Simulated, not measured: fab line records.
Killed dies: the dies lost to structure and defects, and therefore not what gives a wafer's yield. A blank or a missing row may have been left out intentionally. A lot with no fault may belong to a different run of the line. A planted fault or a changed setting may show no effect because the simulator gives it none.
One fault seen from 3 desks	flow n5_finfet	only its own numbers are on each desk; what lay behind them is given at the end

== AT THE TOOL OWNER'S DESK: rie_diel-06 ==
The tool's own readings at N5_BEOL_M11_ETCH_41 (etches SiCN in CH3F/O2, target depth 42.6 nm, time 86 s): means of the sampled wafers that have a number, for each lot that ran on this tool. The brackets show how far a lot's mean lies from the usual mean; more than 4 standard deviations puts the lot out of limits, marked OUT.
Columns: A = drypump_motor_current_A at N5_BEOL_M11_ETCH_41, usual 5.5 A; B = oes_product_au at N5_BEOL_M11_ETCH_41, usual 0.77 a.u.; C = rf_vpp_V at N5_BEOL_M11_ETCH_41, usual 297.4 V; D = run_length_s at N5_BEOL_M11_ETCH_41, usual 109.4 s; E = showerhead_plenum_p_Torr at N5_BEOL_M11_ETCH_41, usual 2.01 Torr; F = throttle_valve_pct at N5_BEOL_M11_ETCH_41, usual 16.38 %
lot	first seen here	A	B	C	D	E	F
L673	day 10 15:08	5.9	0.79	296.8	109.0	2.00	16.42
L677	day 11 10:01	5.8	0.78	297.2	117.6 (+18) OUT	2.03	16.44
L676	day 11 10:29	6.3	0.90	295.6	133.8 (+54) OUT	1.96	16.13
Finding of this desk: L676, L677 out of limits; the first was L677 at day 11 10:01, on run_length_s at N5_BEOL_M11_ETCH_41. Within limits: L673.

== THE METROLOGY DESK ==
Lot by lot, what the gauges showed, no matter which tool ran the lot: averages of those sampled wafers that carry a number. The brackets show how far a lot's mean lies from the usual mean; more than 4 standard deviations puts the lot out of limits, marked OUT.
Columns: A = cd_nm at N5_BEOL_M11_CD_MEAS_28, usual 69.7 nm; B = V10_OVL at N5_BEOL_M11_OVL_MEAS_29, usual -0.2 nm
lot	first seen here	A	B
L673	day 10 14:40	69.4	-0.2
L675	day 10 20:44	70.3	0.1
L677	day 11 09:29	70.7	-0.6
L676	day 11 09:40	70.8	0.4
L692	day 17 03:44	69.7	-0.1
L694	day 17 03:54	68.9	-0.4
This desk's verdict: no lot among the 6 shows anything out of limits.

== THE DEFECT DESK ==
Counts from the inspections along the route, per lot, as means over the sampled wafers that have a number. The brackets show how far a lot's mean lies from the usual mean; more than 4 standard deviations puts the lot out of limits, marked OUT.
Columns: A = raw_defect_count at N5_BEOL_M11_INSPECT_30, usual 377
lot	first seen here	A
L673	day 10 14:43	363
L675	day 10 20:47	473
L677	day 11 09:33	285
L676	day 11 09:43	356
L692	day 17 03:47	407
L694	day 17 03:57	349
This desk's verdict: no lot among the 6 shows anything out of limits.

== PUT TOGETHER ==
At day 11 10:01, on L676, L677, the tool owner's desk was in a position to raise an alarm.
At the metrology desk, nothing out of limits was observed.
Nothing out of limits was seen by the defect desk.
The metrology desk holds a record of L676, L677, inside its limits.
The defect desk has L676, L677 on record, within its limits.
N5_BEOL_M11_ETCH_41 was run on rie_diel-06 by each of the lots named.

== WHAT THE SIMULATOR HAD PUT IN ==
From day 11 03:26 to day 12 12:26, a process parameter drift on rie_diel-06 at N5_BEOL_M11_ETCH_41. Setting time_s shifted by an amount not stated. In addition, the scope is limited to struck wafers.
Struck lots among those shown: L676, L677.
Each desk's first reading out of limits, in hours after the fault started: the tool owner's desk, 7.
